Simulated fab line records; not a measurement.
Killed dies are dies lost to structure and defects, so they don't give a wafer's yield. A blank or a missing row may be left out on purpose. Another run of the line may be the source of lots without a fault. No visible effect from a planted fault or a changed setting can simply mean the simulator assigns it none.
fab line records ; flow nand_harc
record: lots: 12; wafers: 36; last_day: 33
route steps=1302 shown A_CHANNEL_FILL_D1@495 A_DECK1_JOINT@528 END@1302
lots with no fault: from the same line, run without faults
start_h: the number of hours between the record's first day and the start of the first shown wafer of the lot ; wait_h: hours elapsed since this lot's preceding step ; " same as the row above ; L1.1+2: several wafers, shown together as one row ; - no value, or no start was given ; * or withheld: withheld ; < > ~ a bound
route shown NAME@n: names a module that has steps shown in the file, with the first one's number in the route ; usual: mean and standard deviation over wafers with no fault ; same: alike in all rows ; chamber/n: place in a boat ; sites: readings site by site ; _std_site: the values' standard deviation ; _edge_site: inner sites' mean taken away from outer sites' mean ; radius_mm: for every site, how far away it sits from the centre of the wafer ; mask NAME#n: copy n ; behind: the last tool/chamber to shape the wafer ; hold: what put the lot on hold/how long, in hours/how the hold closed ; device: which transistor (n, p or np) failed to switch ; end of line: tests of these same wafers at the route's end ; a step given without rows: its recipe and nothing more ; killed: dies lost to structure and defects at the first sort, not the wafer's yield ; map: per-die view of a wafer (x killed, . not killed, _ where there is no die)
set.NAME: the setting that was run; set.NAME@STEP: the one run at that earlier step ; model.NAME: the simulator's own value behind a step, which no gauge read
one table for each step of the route and one row for each wafer, over a sample of lots
services: the hour from which a tool's chamber was out of use, counted from the record's first day as start_h (under 0 if before that day), plus the number of hours and why
== steps ==
step: NHARC_A_CHANNEL_FILL_D1_ALD_15
recipe: target_thk_a: 20; pulse_time_s: 60; ald_cycles: 19; temp_c: 630; pressure_torr: 2; material: SiNx
usual: precursor_pulse_height_rel: 1.001/0.02
lot.wafer;tool;chamber;start_h;wait_h;precursor_pulse_height_rel
L223.1;ald_sin_batch-03;0;-;-;0.991
L223.4;ald_sin_batch-03;0;-;-;1.006
L223.5;ald_sin_batch-03;0;-;-;1.006
L224.2;ald_sin_batch-03;0;-;-;1.044
L224.4;ald_sin_batch-03;0;-;-;1.008
L224.6;ald_sin_batch-03;0;-;-;1.008
L225.1;ald_sin_batch-03;0;-;-;1.005
L225.2;ald_sin_batch-03;0;-;-;0.977
L225.3;ald_sin_batch-03;0;-;-;1.019
L227.1;ald_sin_batch-02;0;-;-;1.001
L227.2;ald_sin_batch-02;0;-;-;0.980
L227.6;ald_sin_batch-02;0;-;-;1.004
L228.1;ald_sin_batch-03;0;-;-;1.003
L228.3;ald_sin_batch-03;0;-;-;1.009
L228.5;ald_sin_batch-03;0;-;-;1.002
L231.2;ald_sin_batch-03;0;-;-;1.024
L231.3;ald_sin_batch-03;0;-;-;0.998
L231.6;ald_sin_batch-03;0;-;-;1.014
L232.1;ald_sin_batch-01;0;-;-;0.987
L232.4;ald_sin_batch-01;0;-;-;1.003
L232.5;ald_sin_batch-01;0;-;-;0.994
L233.1;ald_sin_batch-02;0;-;-;0.990
L233.2;ald_sin_batch-02;0;-;-;1.005
L233.5;ald_sin_batch-02;0;-;-;1.002
L235.2;ald_sin_batch-02;0;-;-;0.969
L235.4;ald_sin_batch-02;0;-;-;0.992
L235.5;ald_sin_batch-02;0;-;-;0.987
L236.1;ald_sin_batch-02;0;-;-;0.969
L236.2;ald_sin_batch-02;0;-;-;0.961
L236.6;ald_sin_batch-02;0;-;-;0.999
L238.2;ald_sin_batch-02;0;-;-;1.050
L238.3;ald_sin_batch-02;0;-;-;0.994
L238.4;ald_sin_batch-02;0;-;-;0.984
L244.2;ald_sin_batch-01;0;425.20;3.0;1.009
L244.3;ald_sin_batch-01;0;425.20;3.0;0.974
L244.4;ald_sin_batch-01;0;425.20;3.0;0.982
step: NHARC_A_CHANNEL_FILL_D1_ETCHBACK_20
recipe: target_depth_a: 270; time_s: 13.5; c4f8_flow_sccm: withheld; o2_flow_sccm: 8; ar_flow_sccm: withheld; rf_w: 600; bias_w: 1500; chemistry: C4F8/O2/Ar
usual: bias_w: 1500/4.5; chamber_pressure_mTorr: 25.000/0.02; oes_product_au: 0.97/0.034; rf_vpp_V: 977/5.2
lot.wafer;tool;chamber;start_h;wait_h;bias_w;chamber_pressure_mTorr;oes_product_au;rf_hours_counter_h;rf_vpp_V
L223.1;rie_diel-13;3;237.38;-;1505;24.975;0.99;3;970
L223.4;rie_diel-13;1;237.38;-;1503;25.032;1.01;3;972
L223.5;rie_diel-13;3;237.38;-;1508;24.962;0.99;-;971
L224.2;rie_diel-13;1;241.96;-;1503;25.026;1.00;3;971
L224.4;rie_diel-13;0;241.96;-;1492;25.006;1.00;3;973
L224.6;rie_diel-13;1;241.96;-;1500;25.038;1.01;-;972
L225.1;rie_diel-10;0;255.27;-;1501;25.028;1.01;0;979
L225.2;rie_diel-10;1;255.27;-;1498;24.999;1.00;0;972
L225.3;rie_diel-10;2;255.27;-;1502;25.000;1.01;0;983
L227.2;rie_diel-10;2;278.14;-;1498;24.968;0.97;2;982
L227.1;rie_diel-10;1;278.14;-;1503;24.994;0.95;1;972
L227.6;rie_diel-10;2;278.14;-;1508;25.012;0.96;-;984
L228.3;rie_diel-10;1;288.67;-;1500;24.994;0.99;1;972
L228.1;rie_diel-10;2;288.67;-;1505;25.007;1.00;2;982
L228.5;rie_diel-10;3;288.67;-;1500;24.995;1.00;-;981
L231.3;rie_diel-13;1;316.47;-;1501;25.020;0.99;8;972
L231.2;rie_diel-13;2;316.47;-;1493;24.973;0.99;8;981
L231.6;rie_diel-13;1;316.47;-;1499;25.022;0.99;-;972
L232.4;rie_diel-10;1;323.16;-;1500;25.017;1.00;2;972
L232.1;rie_diel-10;2;323.16;-;1500;24.935;0.99;3;982
L232.5;rie_diel-10;0;323.16;-;1500;25.003;1.00;-;979
L233.2;rie_diel-10;2;333.87;-;1499;25.005;1.00;4;981
L233.1;rie_diel-10;0;333.87;-;1497;25.019;1.00;4;980
L233.5;rie_diel-10;1;333.87;-;1509;25.008;0.99;-;970
L236.1;rie_diel-10;0;360.26;-;1497;24.999;1.00;5;980
L236.2;rie_diel-10;1;360.26;-;1501;25.024;0.98;4;970
L236.6;rie_diel-10;1;360.26;-;1498;24.980;0.97;-;972
L235.2;rie_diel-13;2;360.26;-;1493;25.025;1.01;1;980
L235.4;rie_diel-13;0;360.26;-;1495;25.031;1.02;1;974
L235.5;rie_diel-13;3;360.26;-;1496;25.023;1.00;-;969
L238.4;rie_diel-05;2;381.55;-;1500;25.019;0.93;9;975
L238.3;rie_diel-05;3;381.55;-;1496;24.985;0.92;8;972
L238.2;rie_diel-05;0;381.55;-;1499;24.984;0.93;8;987
L244.2;rie_diel-13;2;439.23;-;1506;24.957;1.00;3;979
L244.3;rie_diel-13;3;439.23;-;1497;24.997;0.99;4;970
L244.4;rie_diel-13;0;439.23;-;1502;24.992;1.01;5;974
step: NHARC_A_DECK1_JOINT_THK_MEAS_14
recipe: thk_meas_gauge: ellipsometry
usual: thk_nm: 51.1/1.4
lot.wafer;tool;chamber;start_h;wait_h;thk_nm
L223.1;film_metro-02;-;273.86;0.2;51.3
L223.4;film_metro-02;-;273.86;0.2;52.8
L223.5;film_metro-02;-;273.86;0.2;53.4
L224.2;film_metro-02;-;280.64;0.2;50.3
L224.4;film_metro-02;-;280.64;0.2;50.5
L224.6;film_metro-02;-;280.64;0.2;50.3
L225.1;film_metro-02;-;292.05;0.2;51.3
L225.2;film_metro-02;-;292.05;0.2;52.7
L225.3;film_metro-02;-;292.05;0.2;49.1
L227.1;film_metro-02;-;312.53;0.2;53.1
L227.2;film_metro-02;-;312.53;0.2;51.0
L227.6;film_metro-02;-;312.53;0.2;52.2
L228.1;film_metro-02;-;323.89;0.2;51.3
L228.3;film_metro-02;-;323.89;0.2;50.7
L228.5;film_metro-02;-;323.89;0.2;49.7
L231.2;film_metro-02;-;354.34;0.2;50.0
L231.3;film_metro-02;-;354.34;0.2;51.5
L231.6;film_metro-02;-;354.34;0.2;50.4
L232.1;film_metro-02;-;361.89;0.2;48.9
L232.4;film_metro-02;-;361.89;0.2;51.6
L232.5;film_metro-02;-;361.89;0.2;49.4
L233.1;film_metro-01;-;368.08;0.2;50.5
L233.2;film_metro-01;-;368.08;0.2;48.1
L233.5;film_metro-01;-;368.08;0.2;50.4
L236.1;film_metro-02;-;394.63;0.2;51.4
L236.2;film_metro-02;-;394.63;0.2;53.1
L236.6;film_metro-02;-;394.63;0.2;53.3
L235.2;film_metro-01;-;394.63;0.2;50.1
L235.4;film_metro-01;-;394.63;0.2;50.3
L235.5;film_metro-01;-;394.63;0.2;51.6
L238.2;film_metro-01;-;418.78;0.2;54.0
L238.3;film_metro-01;-;418.78;0.2;50.8
L238.4;film_metro-01;-;418.78;0.2;50.6
L244.2;film_metro-02;-;475.77;0.2;48.8
L244.3;film_metro-02;-;475.77;0.2;51.7
L244.4;film_metro-02;-;475.77;0.2;49.1
step: NHARC_A_DECK1_JOINT_ETCHBACK_00
recipe: target_depth_a: 300; time_s: 17.4; hbr_flow_sccm: 150; rf_w: 350; icp_w: 350; bias_w: 60; chemistry: HBr
usual: bias_w: 60.01/0.18; chamber_pressure_mTorr: 14.998/0.014; drypump_motor_current_A: 5.6/0.43; oes_product_au: 1.003/0.0071; throttle_valve_pct: 23.266/0.01
lot.wafer;tool;chamber;start_h;wait_h;bias_w;chamber_pressure_mTorr;drypump_motor_current_A;oes_product_au;rf_hours_counter_h;throttle_valve_pct
L223.1;rie_si-04;1;274.04;0.1;60.26;14.981;4.8;1.006;0.9;23.278
L223.4;rie_si-04;2;274.04;0.1;59.92;14.996;5.9;0.998;0.8;23.275
L223.5;rie_si-04;0;274.04;0.1;59.97;14.978;5.9;1.005;-;23.280
L224.2;rie_si-03;2;280.80;0.1;59.82;14.985;6.1;1.005;0.4;23.289
L224.4;rie_si-03;1;280.80;0.1;60.02;14.999;6.2;0.984;-;23.281
L224.6;rie_si-03;2;280.80;0.1;59.59;15.017;6.1;1.003;-;23.261
L225.2;rie_si-03;0;292.18;0.1;59.84;15.012;5.6;1.000;0.5;23.260
L225.3;rie_si-03;1;292.18;0.1;60.07;15.013;6.2;1.002;0.5;23.264
L225.1;rie_si-03;2;292.18;0.1;59.96;14.989;6.1;1.013;0.5;23.260
L227.2;rie_si-04;3;312.65;0.1;60.04;15.009;5.0;1.000;0.9;23.263
L227.1;rie_si-04;0;312.65;0.1;59.95;15.029;5.9;1.001;1.0;23.272
L227.6;rie_si-04;3;312.65;0.1;60.03;14.993;5.0;1.000;-;23.272
L228.3;rie_si-03;1;324.02;0.1;60.32;15.028;6.2;1.011;0.8;23.257
L228.1;rie_si-03;0;324.02;0.1;59.97;14.990;5.6;1.000;0.8;23.255
L228.5;rie_si-03;2;324.02;0.1;60.18;15.003;6.0;0.997;-;23.258
L231.3;rie_si-05;2;354.47;0.1;60.01;14.979;5.5;0.999;0.3;23.294
L231.2;rie_si-05;1;354.47;0.1;60.06;15.003;5.4;1.002;0.3;23.267
L231.6;rie_si-05;2;354.47;0.1;59.96;14.976;5.5;1.013;-;23.277
L232.1;rie_si-05;2;362.02;0.1;59.72;15.008;5.5;0.998;0.3;23.266
L232.4;rie_si-05;0;362.02;0.1;60.10;15.006;5.4;1.003;0.2;23.260
L232.5;rie_si-05;3;362.02;0.1;59.89;15.010;5.4;1.012;-;23.257
L233.2;rie_si-03;1;368.23;0.1;60.18;14.979;6.2;0.997;1.1;23.267
L233.1;rie_si-03;0;368.23;0.1;59.95;14.983;5.6;1.001;1.0;23.261
L233.5;rie_si-03;2;368.23;0.1;60.17;15.008;6.0;1.005;-;23.254
L236.2;rie_si-05;2;394.77;0.1;-;-;-;-;-;-
L236.1;rie_si-05;0;394.77;0.1;-;-;-;-;-;-
L236.6;rie_si-05;0;394.77;0.1;-;-;-;-;-;-
L235.2;rie_si-04;2;394.79;0.1;-;-;-;-;-;-
L235.5;rie_si-04;3;394.79;0.1;-;-;-;-;-;-
L235.4;rie_si-04;2;394.79;0.1;-;-;-;-;-;-
L238.4;rie_si-05;0;418.91;0.1;59.99;14.991;5.4;1.003;0.6;23.262
L238.2;rie_si-05;2;418.91;0.1;60.23;14.980;5.5;1.016;0.9;23.287
L238.3;rie_si-05;3;418.91;0.1;60.05;15.003;5.4;1.006;0.6;23.274
L244.2;rie_si-03;1;475.89;0.1;59.84;14.981;6.2;1.000;0.4;23.281
L244.3;rie_si-03;2;475.89;0.1;59.98;14.984;6.1;1.016;0.3;23.261
L244.4;rie_si-03;3;475.89;0.1;60.09;15.022;6.1;0.993;0.5;23.262
step: NHARC_END_SORT_01
recipe: temp_c: 25
usual: killed_at_array: 61/23; killed_at_other: 1.3/1.4; killed_at_periphery: 4.0/2.6; killed_dies: 66/22; killed_open: 3.4/1.8; killed_short: 2.3/1.4
same: gross_dies: 677
lot.wafer;tool;chamber;start_h;wait_h;killed_at_array;killed_at_other;killed_at_periphery;killed_dies;killed_open;killed_short
L235.5;prober-01;0;725.86;3.7;81;0;4;85;6;5
killed by level:class
L235.5 A_CHANNEL_HOLE_D1:chamber_film_flake=38 A_CHANNEL_HOLE_D2:chamber_film_flake=27 A_DECK1_JOINT:geometric_particle:open=3 A_SLIT:chamber_film_flake=3 A_ONON_D2:geometric_particle:short=2 P_M2:chamber_film_flake=2 A_CONTACT:chamber_film_flake=2 P_CONTACT:geometric_particle:short=1
== services ==
tool;chamber;start_h;hours;kind
rie_si-04;3;217.34;7.5;repair
rie_si-03;-;221.00;9.0;pm
rie_diel-10;-;242.50;9.0;pm
rie_diel-13;0;242.54;4.3;repair
ald_sin_batch-02;-;266.00;26.0;pm
rie_diel-13;0;288.67;14.8;repair
rie_diel-13;2;300.44;9.4;repair
rie_si-03;3;302.85;6.2;repair
rie_si-05;-;305.00;9.0;pm
rie_si-03;0;315.69;5.2;repair
rie_diel-13;-;329.93;0.3;repair
rie_diel-10;2;334.37;2.5;repair
rie_si-04;-;342.00;9.0;pm
rie_diel-13;-;342.02;9.0;pm
rie_diel-10;3;362.38;2.8;repair
rie_diel-10;-;365.59;0.1;repair
rie_si-03;3;367.91;6.0;repair
rie_si-05;3;383.93;12.8;repair
rie_si-03;-;398.00;9.0;pm
rie_diel-10;-;419.50;9.0;pm
rie_si-03;0;432.83;6.5;repair
rie_diel-10;2;446.74;13.7;repair
rie_diel-13;3;467.93;1.9;repair
rie_diel-13;3;475.17;6.2;repair
== key ==
first_sign: step: NHARC_A_DECK1_JOINT_ETCHBACK_00; reading: tool_record; direction: missing
effect none on later readings
met_at NHARC_A_DECK1_JOINT_ETCHBACK_00
struck_lots L235,L236
tester_left_out L235,L236
not_acting_at NHARC_A_CHANNEL_FILL_D1_ALD_15,NHARC_A_CHANNEL_FILL_D1_ETCHBACK_20,NHARC_A_DECK1_JOINT_THK_MEAS_14
onset_between 362.02 394.77
fault: kind: skipped_step_whole; tool: rie_si-04,rie_si-05; chamber: -; onset_h: 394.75; steps: NHARC_A_DECK1_JOINT_ETCHBACK_00; scope: struck_lots_only
tester_left_out: of these lots the tester's yield and bins aren't shown, on N5 and GAA mostly nor the transistor test; their killed dies are dies lost to structure and defects alone, not to doping, threshold or leakage, so they don't give the yield
